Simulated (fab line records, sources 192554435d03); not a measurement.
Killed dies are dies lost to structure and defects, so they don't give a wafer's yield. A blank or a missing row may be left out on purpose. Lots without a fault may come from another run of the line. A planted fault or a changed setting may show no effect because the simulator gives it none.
fab line records | flow n5_finfet
record lots=9 wafers=27 last_day=18
route steps=1938 shown BEOL_M4@1111 MIM_TOP@1835 MIM_TOP_LITHO@1850 MIM_BOT_ETCH@1868 PASSIVATION@1936
lots that met no fault: from a run of the same line without faults
start_h: hours from the record's first day to the start of the lot's first wafer shown | wait_h: hours since the lot's step before | " the same as in the row above | L1.1+2: a row that stands for several wafers | - no value, or no start given | * or withheld: withheld | < > ~ a bound
route shown NAME@n: a module of which the file shows steps, and the number in the route of the first | usual: mean/standard deviation of fault-free wafers | same: alike in all rows | chamber/n: place in a boat | sites: the reading at each site | _std_site: their standard deviation | _edge_site: outer sites' mean less inner sites' | radius_mm: how far each site lies from the wafer's centre | mask NAME#n: copy n | behind: the tool/chamber that last shaped the wafer | hold: why the lot was held/for how many hours/how that ended | device: the transistor (n, p or np) that didn't switch | end of line: the same wafers' tests at the end of the route | a step without rows: its recipe alone | killed: dies lost to structure and defects at the first sort, not the wafer's yield | map: a wafer's dies, x killed, . not, _ none there
set.NAME: the setting as run; set.NAME@STEP: as run at that earlier step | model.NAME: the simulator's own value behind a step, which no gauge read
steps of the route over a sample of lots; a table a step, a row a wafer
services: from which hour (start_h, from the record's first day; less than 0 if before it) a tool's chamber was out of use, for how many hours, and why
## steps
# step N5_BEOL_M4_RC_MEAS_101
# usual DIBL_N=35.8/1.5 DIBL_P=35.8/1.7 IOFF_N=0.151/0.022 IOFF_P=0.204/0.027 ION_N=673/8.6 ION_P=462/5.4 SS_N=71.4/0.54 SS_P=73.3/0.56 VT_N=250.5/2.6 VT_P=-251/3.1
# columns lot.wafer tool chamber start_h wait_h DIBL_N[mV/V] DIBL_P[mV/V] IOFF_N[nA/um] IOFF_P[nA/um] ION_N[uA/um] ION_P[uA/um] SS_N[mV/dec] SS_P[mV/dec] VT_N[mV] VT_P[mV]
L387.1 prober-01 0 195.01 0.0 36.7 36.4 0.153 0.202 689 467 71.5 73.5 251.2 -252
L387.2 " 0 " " 38.6 38.9 0.196 0.240 686 472 71.4 74.0 245.2 -247
L387.4 " 0 " " 35.3 34.2 0.126 0.182 673 462 70.3 72.3 252.9 -250
L389.1 prober-02 0 196.97 0.0 35.3 37.1 0.145 0.209 673 460 72.4 73.7 251.0 -248
L389.3 " 0 " " 35.8 37.9 0.164 0.219 684 470 71.9 73.7 247.8 -249
L389.5 " 0 " " 37.2 39.1 0.180 0.228 675 462 71.2 74.0 246.9 -250
L391.3 prober-02 0 205.36 0.3 35.3 34.4 0.133 0.209 668 463 71.6 73.5 251.0 -248
L391.4 " 0 " " 35.6 34.9 0.142 0.221 658 460 71.7 73.2 251.5 -250
L391.5 " 0 " " 35.8 35.2 0.139 0.221 658 464 71.1 72.9 251.9 -248
L394.3 prober-02 0 226.93 0.3 36.0 36.8 0.169 0.232 680 460 71.8 73.4 247.9 -249
L394.5 " 0 " " 35.8 36.5 0.161 0.217 669 464 71.2 73.5 250.9 -248
L394.6 " 0 " " 35.5 35.6 0.147 0.207 668 462 70.6 73.5 250.3 -249
L396.1 prober-02 0 235.25 0.0 35.9 33.8 0.138 0.196 679 468 70.7 73.1 251.4 -251
L396.4 " 0 " " 36.3 35.0 0.152 0.215 681 471 71.1 72.9 248.8 -247
L396.6 " 0 " " 36.2 34.2 0.145 0.202 678 464 70.6 73.4 247.7 -249
L405.1 prober-01 0 293.58 0.0 35.5 35.9 0.154 0.236 683 470 71.2 73.3 249.0 -248
L405.3 " 0 " " 34.6 34.2 0.140 0.209 671 460 71.5 73.4 249.2 -248
L405.4 " 0 " " 34.8 34.8 0.146 0.215 678 466 71.4 73.5 249.4 -249
L404.3 prober-02 0 294.14 0.3 34.0 35.5 0.165 0.218 681 469 71.8 73.3 251.1 -248
L404.5 " 0 " " 33.1 34.0 0.133 0.186 673 463 71.9 73.2 253.3 -255
L404.6 " 0 " " 32.6 32.9 0.132 0.181 668 462 71.5 72.8 251.0 -252
L407.2 prober-01 0 297.00 0.2 35.9 36.2 0.163 0.224 680 471 71.2 73.9 248.4 -248
L407.3 " 0 " " 35.7 37.0 0.162 0.232 677 472 71.3 74.4 247.8 -249
L407.4 " 0 " " 35.5 36.0 0.160 0.228 685 468 70.9 73.7 250.4 -251
L409.2 prober-01 0 320.38 0.2 35.3 34.7 0.133 0.178 662 455 70.6 72.8 254.3 -255
L409.4 " 0 " " 36.9 36.3 0.159 0.211 670 460 71.9 74.2 251.2 -252
L409.5 " 0 " " 35.5 35.1 0.136 0.187 660 458 71.2 72.3 253.6 -252
# step N5_MIM_TOP_ALD_01
# recipe material=HfO2 target_thk_a=56 temp_c=withheld ald_precursor_family=Hf-amide ald_co_reactant=O3 pulse_time_s=1 purge_time_s=3 co_reactant_purge_time_s=2 co_reactant_pulse_time_s=3 ald_cycles=62
# usual precursor_pulse_height_rel=1.003/0.02
# columns lot.wafer tool chamber start_h wait_h precursor_pulse_height_rel
L387.1 ald_hk-03 1 - - 0.991
L387.2 " 3 " " 1.006
L387.4 " 2 " " 0.986
L389.1 ald_hk-01 1 - - 0.982
L389.3 " 3 " " 0.986
L389.5 " 2 " " 1.007
L391.3 ald_hk-02 0 - - 0.995
L391.4 " 2 " " 1.004
L391.5 " 3 " " 1.011
L394.3 ald_hk-01 0 - - 0.961
L394.5 " 2 " " 1.002
L394.6 " 1 " " 1.035
L396.1 ald_hk-02 2 - - 1.002
L396.4 " 0 " " 1.020
L396.6 " 1 " " 0.989
L405.1 ald_hk-02 0 - - 0.980
L405.3 " 2 " " 0.981
L405.4 " 1 " " 1.022
L407.2 ald_hk-02 3 - - 1.001
L407.3 " 0 " " 0.975
L407.4 " 2 " " 1.010
L404.3 ald_hk-02 0 - - 0.988
L404.5 " 0 " " 0.979
L404.6 " 3 " " 1.026
L409.2 ald_hk-01 3 - - 0.971
L409.4 " 0 " " 1.021
L409.5 " 3 " " 1.014
# step N5_MIM_TOP_LITHO_DESCUM_10
# recipe chemistry=O2 time_s=7.9 source_power_w=50 bias_power_w=20 pressure_mtorr=20 rf_frequency_hz=2.712e+07 temp_c=40 o2_flow_sccm=225
# usual drypump_motor_current_A=5.7/0.44 oes_product_au=0.78/0.059 rf_vpp_V=243.1/1.5 showerhead_plenum_p_Torr=2.08/0.08 throttle_valve_pct=20.39/0.23
# columns lot.wafer tool chamber start_h wait_h drypump_motor_current_A oes_product_au rf_hours_counter_h rf_vpp_V showerhead_plenum_p_Torr throttle_valve_pct
L387.1 rie_diel-06 3 279.64 0.0 5.4 0.79 78 243.2 2.02 19.97
L387.2 " 1 " " 6.0 0.69 232 241.6 1.98 20.39
L387.4 " 2 " " 5.7 0.85 42 241.6 2.04 20.27
L389.1 rie_diel-04 1 298.41 0.0 5.3 0.77 118 244.6 2.20 20.57
L389.3 " 3 " " 5.9 0.83 66 243.1 2.12 20.33
L389.5 " 3 " " 5.9 0.83 - 244.1 2.12 20.33
L391.3 rie_diel-06 2 299.02 0.0 5.8 0.84 48 242.2 2.04 20.27
L391.4 " 3 " " 5.5 0.79 84 242.1 2.02 19.96
L391.5 " 1 " " 6.0 0.68 - 241.2 1.98 20.40
L394.3 rie_diel-05 0 311.05 0.0 6.1 0.82 65 243.6 2.03 20.52
L394.5 " 3 " " 6.6 0.72 - 243.1 2.07 20.46
L394.6 " 2 " " 5.1 0.84 - 242.2 2.04 20.20
L396.1 rie_diel-04 0 324.31 1.1 6.7 0.90 21 245.6 2.24 20.08
L396.4 " 2 " " 5.5 0.67 231 242.7 2.07 20.79
L396.6 " 3 " " 5.8 0.81 - 244.9 2.11 20.33
L405.1 rie_diel-05 0 377.55 0.8 6.1 0.79 94 240.7 2.02 20.55
L405.3 " 3 " " 6.6 0.70 220 242.9 2.06 20.52
L405.4 " 1 " " 5.9 0.79 123 242.5 2.02 20.51
L407.2 rie_diel-04 0 391.35 1.2 6.7 0.86 40 245.3 2.23 20.11
L407.3 " 1 " " 5.3 0.75 146 244.8 2.19 20.61
L407.4 " 0 " " 6.7 0.86 - 246.2 2.23 20.10
L404.3 rie_diel-05 3 393.13 0.0 6.6 0.69 225 243.5 2.06 20.52
L404.5 " 0 " " 6.1 0.80 - 242.9 2.02 20.57
L404.6 " 1 " " 5.9 0.78 - 242.5 2.02 20.52
L409.2 rie_diel-06 0 416.95 0.0 5.3 0.75 166 245.9 2.18 20.60
L409.4 " 3 " " 5.4 0.77 127 241.6 2.01 20.02
L409.5 " 3 " " 5.4 0.76 - 241.6 2.01 20.02
# step N5_MIM_BOT_ETCH_ETCH_00
# recipe chemistry=Cl2/BCl3 target=TiN target_depth_a=455 ion_energy_ev=150 pressure_mtorr=10 icp_w=1000 bias_w=126 Cl2_flow_sccm=53.25 bcl3_flow_sccm=21.75 Ar_flow_sccm=25
# usual drypump_motor_current_A=5.6/0.53 oes_ar_750_au=0.79/0.044 oes_product_au=0.79/0.045 rf_fwd_power_W=993/3.1 throttle_valve_pct=21.96/0.16
# columns lot.wafer tool chamber start_h wait_h drypump_motor_current_A oes_ar_750_au oes_product_au rf_fwd_power_W rf_hours_counter_h throttle_valve_pct
L387.1 rie_metal-03 1 280.84 0.1 5.4 0.87 0.86 1000 14 21.85
L387.2 " 0 " " 6.3 0.83 0.84 990 33 21.74
L387.4 " 1 " " 5.5 0.87 0.86 1000 - 21.86
L389.1 rie_metal-01 0 299.41 0.1 6.3 0.84 0.84 989 21 22.04
L389.3 " 1 " " 5.6 0.74 0.74 988 - 21.99
L389.5 " 1 " " 5.6 0.74 0.74 992 - 21.98
L391.3 rie_metal-03 0 300.26 0.1 6.3 0.83 0.83 993 - 21.75
L391.4 " 1 " " 5.5 0.86 0.86 992 - 21.86
L391.5 " 0 " " 6.3 0.83 0.83 991 - 21.74
L394.3 rie_metal-03 1 312.12 0.1 5.5 0.63 0.74 756 - 22.03
L394.5 " 1 " " 5.4 0.64 0.73 755 - 22.04
L394.6 " 0 " " 6.3 0.83 0.82 994 - 21.75
L396.1 rie_metal-03 1 325.94 0.1 5.5 0.63 0.73 751 19 22.05
L396.4 " 0 " " 6.3 0.81 0.82 991 - 21.74
L396.6 " 1 " " 5.5 0.62 0.73 759 - 22.02
L405.1 rie_metal-02 1 378.68 0.1 5.3 0.77 0.77 994 40 22.22
L405.3 " 0 " " 4.8 0.75 0.75 995 - 21.88
L405.4 " 1 " " 5.3 0.76 0.77 997 - 22.22
L407.2 rie_metal-01 0 392.34 0.1 6.3 0.82 0.81 997 28 22.07
L407.3 " 0 " " 6.3 0.82 0.81 995 - 22.06
L407.4 " 1 " " 5.6 0.73 0.72 991 - 22.00
L404.3 rie_metal-02 1 394.15 0.1 5.2 0.77 0.77 994 - 22.23
L404.5 " 1 " " 5.2 0.76 0.76 995 - 22.23
L404.6 " 0 " " 4.8 0.75 0.75 988 - 21.87
L409.2 rie_metal-02 1 418.30 0.2 5.2 0.76 0.76 999 - 22.21
L409.4 " 1 " " 5.2 0.76 0.76 998 - 22.20
L409.5 " 1 " " 5.2 0.77 0.76 996 - 22.22
# step N5_MIM_BOT_ETCH_STRIP_01
# recipe chemistry=O2 power_w=600 temp_c=60 pressure_mtorr=30 rf_frequency_hz=6e+07 bias_power_w=0 overash_fraction=0.5 o2_flow_sccm=225
# usual drypump_motor_current_A=5.8/0.5 oes_product_au=0.79/0.061 rf_vpp_V=3.6/1.2 showerhead_plenum_p_Torr=2.09/0.074 throttle_valve_pct=16.67/0.21
# columns lot.wafer tool chamber start_h wait_h drypump_motor_current_A oes_product_au rf_hours_counter_h rf_vpp_V showerhead_plenum_p_Torr throttle_valve_pct
L387.1 rie_diel-04 0 280.98 0.1 6.7 0.95 6 2.0 2.25 16.23
L387.2 " 2 " " 5.5 0.69 214 1.4 2.08 17.03
L387.4 " 1 " " 5.3 0.78 110 2.2 2.20 16.78
L389.1 rie_diel-05 3 299.56 0.1 6.6 0.74 189 3.9 2.08 16.71
L389.3 " 1 " " 5.9 0.81 90 4.9 2.03 16.72
L389.5 " 0 " " 6.0 0.84 - 3.5 2.04 16.67
L391.3 rie_diel-04 3 300.36 0.1 5.9 0.83 67 2.5 2.12 16.54
L391.4 " 3 " " 5.8 0.81 - 3.0 2.12 16.62
L391.5 " 2 " " 5.5 0.69 - 4.0 2.08 17.09
L394.3 rie_diel-06 0 312.45 0.3 5.3 0.81 130 4.7 2.19 16.83
L394.5 " 3 " " 5.5 0.79 - 1.6 2.03 16.27
L394.6 " 2 " " 5.8 0.86 - 3.5 2.04 16.50
L396.1 rie_diel-05 2 326.17 0.2 5.1 0.82 62 5.6 2.05 16.45
L396.4 " 0 " " 6.1 0.82 72 1.3 2.03 16.75
L396.6 " 3 " " 6.6 0.70 - 3.2 2.07 16.75
L405.1 rie_diel-04 2 378.88 0.2 5.5 0.68 248 2.2 2.07 17.06
L405.3 " 3 " " 5.8 0.80 93 4.3 2.11 16.63
L405.4 " 0 " " 6.7 0.86 36 4.1 2.24 16.29
L407.2 rie_diel-04 1 392.48 0.1 5.3 0.76 147 4.3 2.19 16.84
L407.3 " 0 " " 6.6 0.88 40 3.3 2.24 16.26
L407.4 " 0 " " 6.6 0.84 - 5.6 2.24 16.28
L404.3 rie_diel-04 1 394.32 0.1 5.3 0.76 147 3.5 2.19 16.86
L404.5 " 1 " " 5.3 0.75 - 5.7 2.19 16.80
L404.6 " 0 " " 6.7 0.87 - 4.0 2.24 16.30
L409.2 rie_diel-05 1 418.52 0.2 5.9 0.77 136 4.1 2.02 16.78
L409.4 " 2 " " 5.1 0.78 95 5.6 2.03 16.52
L409.5 " 0 " " 6.0 0.78 - 3.4 2.02 16.79
# step N5_PASSIVATION_PROBE_49
# usual defect_limited_yield=91.3/1.4 killed_at_M0_to_M3=33/10 killed_at_M4_up=15/6.1 killed_at_contacts=12/6.7 killed_at_front_end=39/11 killed_at_other=4/3.3 killed_dies=103/16 killed_open=68/12 killed_short=34/7.2 sort_bin_5_function=5.1/0.88 sort_bin_6_memory=3.3/0.67 sort_n_pass=1077/16 sort_yield_pct=91.3/1.4
# same gross_dies=1180 killed_at_back_side=0 sort_bin_4_leakage[%]=0 sort_bin_8_speed[%]=0
# columns lot.wafer tool chamber start_h wait_h defect_limited_yield[%] killed_at_M0_to_M3 killed_at_M4_up killed_at_contacts killed_at_front_end killed_at_other killed_dies killed_open killed_short sort_bin_5_function[%] sort_bin_6_memory[%] sort_n_pass sort_yield_pct[%]
L394.3 prober-02 - 321.52 0.1 81.7 37 12 12 55 100 216 73 41 14.5 3.5 964 81.7
L394.5 prober-02 - 321.62 0.2 82.7 25 10 11 50 108 204 58 40 13.7 3.3 976 82.7
L394.6 prober-02 - 321.67 0.3 91.4 23 9 9 60 1 102 59 40 4.7 3.4 1078 91.4
L396.1 prober-02 - 335.46 0.0 88.4 30 15 4 27 61 137 56 28 8.6 2.5 1043 88.4
L396.4 prober-02 - 335.61 0.2 91.8 35 15 9 34 4 97 58 39 4.8 3.3 1083 91.8
L396.6 prober-02 - 335.71 0.3 86.1 41 10 2 25 86 164 50 30 11.3 2.2 1016 86.1
# killed by level:class
L394.3 MIM_BOT_ETCH:area_etch=100 STI_FIN_REVEAL:geometric_particle:open=19 FIN_SAQP:geometric_particle:open=9 MOL_CONTACT_COAG:geometric_particle:open=9 BEOL_M0_SAQP:geometric_particle:short=9 BEOL_M0_SAQP:geometric_particle:open=7 STI_FIN_REVEAL:geometric_particle:short=6 GATE_CUT:geometric_particle:open=6
L394.5 MIM_BOT_ETCH:area_etch=103 FIN_SAQP:geometric_particle:short=9 MOL_CONTACT_COAG:geometric_particle:open=9 STI_FIN_REVEAL:geometric_particle:open=7 DUMMY_GATE:geometric_particle:open=6 GATE_CUT:geometric_particle:open=6 BEOL_M0_SAQP:geometric_particle:open=6 BEOL_M0_SAQP:geometric_particle:short=6
L394.6 STI_FIN_REVEAL:geometric_particle:open=17 GATE_CUT:geometric_particle:short=13 FIN_SAQP:geometric_particle:open=7 MOL_CONTACT_COAG:geometric_particle:open=7 BEOL_M3:geometric_particle:open=7 FIN_SAQP:geometric_particle:short=6 STI_FIN_REVEAL:geometric_particle:short=4 DUMMY_GATE:geometric_particle:open=4
L396.1 MIM_BOT_ETCH:area_etch=53 BEOL_M1:geometric_particle:open=8 BEOL_M2:geometric_particle:open=8 GATE_CUT:geometric_particle:short=6 GATE_CUT:geometric_particle:open=4 BEOL_M0_SAQP:geometric_particle:open=4 BEOL_M5:geometric_particle:open=4 BEOL_M7:geometric_particle:open=4
L396.4 FIN_SAQP:geometric_particle:open=11 BEOL_M0_SAQP:geometric_particle:short=10 BEOL_M2:geometric_particle:open=8 BEOL_M4:geometric_particle:open=7 BEOL_M0_SAQP:geometric_particle:open=6 MOL_CONTACT_COAG:geometric_particle:short=5 FIN_SAQP:geometric_particle:short=4 GATE_CUT:geometric_particle:open=4
L396.6 MIM_BOT_ETCH:area_etch=82 BEOL_M3:geometric_particle:open=11 BEOL_M0_SAQP:geometric_particle:open=9 BEOL_M0_SAQP:geometric_particle:short=9 FIN_SAQP:geometric_particle:open=6 BEOL_M2:geometric_particle:open=4 FIN_SAQP:geometric_particle:short=3 GATE_CUT:geometric_particle:open=3
## services
# columns tool chamber start_h hours kind
rie_diel-05 - 270.27 0.2 repair
rie_diel-04 3 294.87 1.6 repair
rie_metal-01 - 296.34 2.8 pm
rie_diel-04 0 297.11 5.5 repair
ald_hk-02 - 309.83 0.3 repair
rie_metal-01 0 317.84 18.3 repair
rie_metal-01 - 319.84 1.1 repair
rie_diel-06 1 343.84 - clean
rie_diel-06 1 343.84 - consumable_replace:focus_ring
rie_diel-06 1 343.84 - consumable_replace:showerhead
rie_diel-06 1 343.84 30.5 scheduled_down
rie_diel-06 1 343.84 30.5 vent_cycle
ald_hk-03 - 346.70 8.7 pm
ald_hk-01 - 382.69 0.5 repair
rie_diel-04 2 385.02 - clean
rie_diel-04 2 385.02 - consumable_replace:focus_ring
rie_diel-04 2 385.02 27.7 scheduled_down
rie_diel-04 2 385.02 27.7 vent_cycle
ald_hk-03 - 387.73 1.2 repair
rie_metal-02 1 397.46 4.0 repair
rie_metal-02 0 398.79 20.4 repair
## key
first_sign step=N5_MIM_BOT_ETCH_ETCH_00 reading=rf_fwd_power_W direction=down sigmas=77 usual=* struck=*
effect step=N5_MIM_BOT_ETCH_ETCH_00 reading=oes_ar_750_au direction=down sigmas=3.7 usual=0.79 struck=0.63
effect step=N5_PASSIVATION_PROBE_49 reading=killed_at_other direction=up sigmas=26 usual=4 struck=89
more_kills_born_at N5_MIM_BOT_ETCH_ETCH_00@rie_metal-03=338
met_at N5_MIM_BOT_ETCH_ETCH_00
struck_lots L394,L396
struck_wafers L394.3,L394.5,L396.1,L396.6
not_acting_at N5_MIM_TOP_ALD_01,N5_MIM_TOP_LITHO_DESCUM_10,N5_MIM_BOT_ETCH_STRIP_01
onset_between 300.26 312.12
fault kind=process_parameter_drift tool=rie_metal-03 chamber=1 onset_h=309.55 steps=N5_MIM_BOT_ETCH_ETCH_00 channel=icp_w offset=-240 shape=step end_h=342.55 acts_in=these_recipes_only stated=1000
